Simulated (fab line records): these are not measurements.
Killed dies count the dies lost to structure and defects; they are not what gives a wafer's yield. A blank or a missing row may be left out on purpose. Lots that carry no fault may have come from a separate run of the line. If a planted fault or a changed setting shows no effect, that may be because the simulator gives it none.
Split-lot study / flow n5_finfet / 21 wafers read from 7 lots, route of 1938 steps

SPLIT DETAILS
At N5_BEOL_M11_TRENCH_ETCH_37 (etches SiCOH lowk in C4F6/O2, target depth 148.83 nm, time 48 s), the setting bias_w was moved away from the recipe's 185 W on 6 of the 21 wafers read, by -17.0% to -6.1%. This setting was run at the recipe's value on the other wafers.

FROM THE SPLIT TO THE READING: what the file shows between them, 11 steps
- N5_BEOL_M11_ETCH_41: etches SiCN in CH3F/O2, target depth 42.6 nm, time 86 s (also split here: time_s)
- N5_BEOL_M11_STRIP_77: strips in N2/H2, time 10 s
- N5_BEOL_M11_OCD_MEAS_38
- N5_BEOL_M11_HM_STRIP_39: strips TiN in peroxide tin strip, target depth 25 nm, time 158 s
- N5_BEOL_M11_SRD_40: time 30 s
- N5_BEOL_M11_ECD_50: material Cu, target thk 318 nm
- N5_BEOL_M11_ANNEAL_51: time 90 s
- N5_BEOL_M11_CMP_52: polishes, stops on SiCOH lowk, t overpolish 7 s, target thk 140 nm
- N5_BEOL_M11_THK_MEAS_53: measures by xrf
- N5_BEOL_M11_PRE_CLEAN_55: time 15 s
- N5_BEOL_M11_DEP_56: deposits SiCN from 3MS/NH3, target thk 30 nm, time 10.5 s

THE READING
M11_RS, in ohm/sq, at N5_BEOL_M11_RS_MEAS_57 (measures by four-point-probe). Typical for fault-free wafers on this fab line: 0.1521 ohm/sq, with standard deviation 0.0027 ohm/sq.

wafer=L081.1; tool, chamber at the split=rie_diel-02, 0; bias_w as run, W=185; against the recipe=recipe; M11_RS, ohm/sq=0.1533; against lot-mates on the recipe=-
wafer=L081.2; tool, chamber at the split=rie_diel-02, 2; bias_w as run, W=185; against the recipe=recipe; M11_RS, ohm/sq=0.1508; against lot-mates on the recipe=-
wafer=L081.3; tool, chamber at the split=rie_diel-02, 3; bias_w as run, W=185; against the recipe=recipe; M11_RS, ohm/sq=0.1470; against lot-mates on the recipe=-
wafer=L082.2; tool, chamber at the split=rie_diel-02, 2; bias_w as run, W=185; against the recipe=recipe; M11_RS, ohm/sq=0.1474; against lot-mates on the recipe=-
wafer=L082.4; tool, chamber at the split=rie_diel-02, 3; bias_w as run, W=185; against the recipe=recipe; M11_RS, ohm/sq=0.1499; against lot-mates on the recipe=-
wafer=L082.6; tool, chamber at the split=rie_diel-02, 1; bias_w as run, W=185; against the recipe=recipe; M11_RS, ohm/sq=0.1507; against lot-mates on the recipe=-
wafer=L083.3; tool, chamber at the split=rie_diel-06, 3; bias_w as run, W=173.7; against the recipe=-6.1%; M11_RS, ohm/sq=0.1562; against lot-mates on the recipe=no lot-mate on the recipe
wafer=L083.4; tool, chamber at the split=rie_diel-06, 2; bias_w as run, W=173.7; against the recipe=-6.1%; M11_RS, ohm/sq=0.1559; against lot-mates on the recipe=no lot-mate on the recipe
wafer=L083.6; tool, chamber at the split=rie_diel-06, 0; bias_w as run, W=173.7; against the recipe=-6.1%; M11_RS, ohm/sq=0.1559; against lot-mates on the recipe=no lot-mate on the recipe
wafer=L087.1; tool, chamber at the split=rie_diel-02, 3; bias_w as run, W=185; against the recipe=recipe; M11_RS, ohm/sq=0.1507; against lot-mates on the recipe=-
wafer=L087.2; tool, chamber at the split=rie_diel-02, 1; bias_w as run, W=185; against the recipe=recipe; M11_RS, ohm/sq=0.1514; against lot-mates on the recipe=-
wafer=L087.3; tool, chamber at the split=rie_diel-02, 0; bias_w as run, W=156.7; against the recipe=-15.3%; M11_RS, ohm/sq=0.1605; against lot-mates on the recipe=+0.0094
wafer=L088.1; tool, chamber at the split=rie_diel-04, 2; bias_w as run, W=185; against the recipe=recipe; M11_RS, ohm/sq=0.1563; against lot-mates on the recipe=-
wafer=L088.4; tool, chamber at the split=rie_diel-04, 3; bias_w as run, W=185; against the recipe=recipe; M11_RS, ohm/sq=0.1548; against lot-mates on the recipe=-
wafer=L088.6; tool, chamber at the split=rie_diel-04, 2; bias_w as run, W=153.6; against the recipe=-17.0%; M11_RS, ohm/sq=0.1665; against lot-mates on the recipe=+0.0110
wafer=L086.1; tool, chamber at the split=rie_diel-02, 2; bias_w as run, W=185; against the recipe=recipe; M11_RS, ohm/sq=0.1476; against lot-mates on the recipe=-
wafer=L086.2; tool, chamber at the split=rie_diel-02, 0; bias_w as run, W=172.4; against the recipe=-6.8%; M11_RS, ohm/sq=0.1571; against lot-mates on the recipe=+0.0083
wafer=L086.3; tool, chamber at the split=rie_diel-02, 1; bias_w as run, W=185; against the recipe=recipe; M11_RS, ohm/sq=0.1500; against lot-mates on the recipe=-
wafer=L090.2; tool, chamber at the split=rie_diel-02, 3; bias_w as run, W=185; against the recipe=recipe; M11_RS, ohm/sq=0.1486; against lot-mates on the recipe=-
wafer=L090.4; tool, chamber at the split=rie_diel-02, 2; bias_w as run, W=185; against the recipe=recipe; M11_RS, ohm/sq=0.1511; against lot-mates on the recipe=-
wafer=L090.6; tool, chamber at the split=rie_diel-02, 1; bias_w as run, W=185; against the recipe=recipe; M11_RS, ohm/sq=0.1509; against lot-mates on the recipe=-

THE FIT
A straight line over all 21 wafers: M11_RS changes by -0.000817 ohm/sq for each +1% of bias_w; r = -0.87; the points scatter about the line by 0.0024 ohm/sq.
The same after taking each lot's own level away (the mean of its wafers on the recipe; 18 wafers): -0.000671 ohm/sq for each +1%; r = -0.90; scatter 0.0017 ohm/sq.
According to that fit, moving bias_w by its largest amount changes the reading by 0.011 ohm/sq.
The span of the lots' own levels, 0.14880 to 0.15555 ohm/sq, comes to 2.5 times the standard deviation stated above.
Hence the slope depends on the lot-to-lot level, as the two fits are not the same.
Check: +0.0121 ohm/sq against its lot-mates is what the line predicts for one of the wafers moved furthest among these (-17.0%) when that wafer is left out of the fit. It came out at +0.011 ohm/sq against them.
Tool readings at the split's step, against how far the setting was moved: rf_vpp_V r = +0.88.

ADDITIONAL SPLITS CARRIED BY THESE WAFERS
Other splits were also applied to these wafers ahead of the reading. Each is held against what the fit with the lots' levels taken away leaves over:
other split on the same wafers=N5_BEOL_M8_CURE_75 time_s; wafers away from the commonest value=10; r with M11_RS (lot level and that fit taken away)=+0.46
other split on the same wafers=N5_BEOL_M9_CMP_52 down_force_psi; wafers away from the commonest value=7; r with M11_RS (lot level and that fit taken away)=+0.34
other split on the same wafers=N5_BEOL_M10_VIA_ETCH_34 time_s; wafers away from the commonest value=7; r with M11_RS (lot level and that fit taken away)=-0.30
other split on the same wafers=N5_BEOL_M10_TRENCH_ETCH_37 source_w; wafers away from the commonest value=5; r with M11_RS (lot level and that fit taken away)=+0.22
other split on the same wafers=N5_BEOL_M11_ETCH_41 time_s; wafers away from the commonest value=9; r with M11_RS (lot level and that fit taken away)=-0.19

THE WHOLE CHAIN: every reading that the file lists as answering this split, in the file's order
step=N5_BEOL_M11_TRENCH_ETCH_37; what it does=etches SiCOH lowk in C4F6/O2, target depth 148.83 nm, time 48 s; reading=rf_vpp_V; change (the file's fit)=+5.75 V for each +1% of the setting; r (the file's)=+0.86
step=N5_BEOL_M11_TRENCH_ETCH_37; what it does=etches SiCOH lowk in C4F6/O2, target depth 148.83 nm, time 48 s; reading=BEOL_M11.feature_depth_nm (the simulator's own value, which no gauge read); change (the file's fit)=+0.528 nm for each +1% of the setting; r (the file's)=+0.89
step=N5_BEOL_M11_TRENCH_ETCH_37; what it does=etches SiCOH lowk in C4F6/O2, target depth 148.83 nm, time 48 s; reading=etch.depth_nm (the simulator's own value, which no gauge read); change (the file's fit)=+0.527 nm for each +1% of the setting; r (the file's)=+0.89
step=N5_BEOL_M11_OCD_MEAS_38; what it does=; reading=trench_depth_nm; change (the file's fit)=+0.517 nm for each +1% of the setting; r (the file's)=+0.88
step=N5_BEOL_M11_CMP_52; what it does=polishes, stops on SiCOH lowk, t overpolish 7 s, target thk 140 nm; reading=Cu_of_BEOL_M11_ECD_50.thk_nm (the simulator's own value, which no gauge read); change (the file's fit)=+0.515 nm for each +1% of the setting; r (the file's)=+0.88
step=N5_BEOL_M11_THK_MEAS_53; what it does=measures by xrf; reading=M11_THK; change (the file's fit)=+0.496 for each +1% of the setting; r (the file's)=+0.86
step=N5_BEOL_M11_RS_MEAS_57; what it does=measures by four-point-probe; reading=M11_RS; change (the file's fit)=-0.000681 for each +1% of the setting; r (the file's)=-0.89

FILE'S OWN FIT
M11_RS changes by -0.000681 ohm/sq for each +1% of bias_w, r = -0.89.
